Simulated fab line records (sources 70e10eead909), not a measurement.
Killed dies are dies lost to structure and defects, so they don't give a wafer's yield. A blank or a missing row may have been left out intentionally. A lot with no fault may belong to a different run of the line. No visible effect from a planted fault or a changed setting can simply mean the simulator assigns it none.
Problem report in the 8D (eight disciplines) form, filled by code / flow nand_harc / the parts of the form that need people (team, actions taken, sign-off) are left out

== 1. WHAT WENT WRONG ==
At NHARC_P_M0_CD_MEAS_09, cd_nm averages 99.8 nm over 6 wafers from 2 lots, while fault-free wafers read 90.1 nm, standard deviation 0.66. That puts it +15 standard deviations away from the usual mean.
The step: target cd 90 nm.
First seen on wafer L883.2, day 8 02:37, on cd_sem-02. The record holds 33 wafers of 11 lots with a number at this step. The rule behind "out" and "out of limits": a value lying over 4 standard deviations away from the usual mean. The rest of the wafers with a number are treated as sound.

== 2. WHAT THIS IS AND IS NOT ==
question=which readings at this step | is=cd_nm | is not=-
question=which lots | is=L883, L891 | is not=L878, L879, L881, L882, L893, L894, L896, L897, L898
question=which wafers of those lots | is=all that have a number | is not=-
question=read on which gauges | is=cd_sem-02 | is not=cd_sem-01, cd_sem-03
question=when | is=from day 8 02:37 | is not=up to then (12 sound wafers); but 15 sound wafers of L893, L894, L896, L897, L898 came after

== 3. THE SUSPECTS, EACH WITH WHAT RULES IT OUT ==
Counting: a tool at any process step up to the reading remains a suspect when it ran all the lots that are out and ran no sound lot after the first of those.
- the gauge at NHARC_P_M0_CD_MEAS_09: ruled out. All the wafers that are out were read on cd_sem-02, but those of them that NHARC_P_M0_EXPOSE_06 has rows for are out there too, on other tools.
- arfi_scanner-03 at NHARC_P_M0_EXPOSE_06 (exposes mask P M0, target cd 90 nm): kept. All lots that are out passed through it, beginning with L883 at day 8 02:28, and no sound lot followed; its final sound lot before that point was L882 at day 7 21:41. Its own exposure_dose_mJ_cm2 readings are out on those wafers.
Remaining after the count: arfi_scanner-03 at NHARC_P_M0_EXPOSE_06.

== 4. THE CAUSE (what the simulator had put in) ==
Drift in process parameters on arfi_scanner-03 at NHARC_P_M0_EXPOSE_06, starting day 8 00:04. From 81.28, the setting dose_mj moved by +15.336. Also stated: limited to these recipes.
After counting, this tool was the only one left.

== 5. THE CHAIN OF EFFECTS, in route order ==
Rows list readings where the struck wafers' mean (over those with a number) sits beyond 3 standard deviations from the usual. Readings are gone through only where the record gives a usual standard deviation; hours: the median, over the lots, of the time from a lot's start at the first step in this table giving one to that lot's start at this step; sigmas: the change measured in usual standard deviations.
hours=0; step=NHARC_P_M0_EXPOSE_06; reading=exposure_dose_mJ_cm2; usual=81.19; on struck wafers=94.98; change=+13.79; sigmas=+99 or more
hours=0; step=NHARC_P_M0_CD_MEAS_09; reading=cd_nm; usual=90.1 nm; on struck wafers=99.8; change=+9.7; sigmas=+15
hours=6; step=NHARC_P_M0_CD_MEAS_16; reading=cd_nm; usual=89.8 nm; on struck wafers=99.1; change=+9.3; sigmas=+11
Its process steps:
- NHARC_P_M0_EXPOSE_06: exposes mask P M0, target cd 90 nm.
At these later measuring or inspecting steps, every struck wafer for which the step has a row has a number for every such reading, and none has moved that far: NHARC_P_M0_INSPECT_11, NHARC_END_SORT_01.

== 6. HOW IT WOULD HAVE BEEN CAUGHT EARLIER ==
In this record the first reading out of limits at a measuring or inspecting step was taken at day 8 02:37, 3 hours after the fault began at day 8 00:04.
The tool's own readings at NHARC_P_M0_EXPOSE_06 were out on every struck wafer that the step has a row for (exposure_dose_mJ_cm2): an alarm limit on them would have fired on the first of those.
Lots out: 2; of these, L891 started NHARC_P_M0_EXPOSE_06 on arfi_scanner-03 after day 8 02:37. Had the tool been put on hold then, it would have been spared.
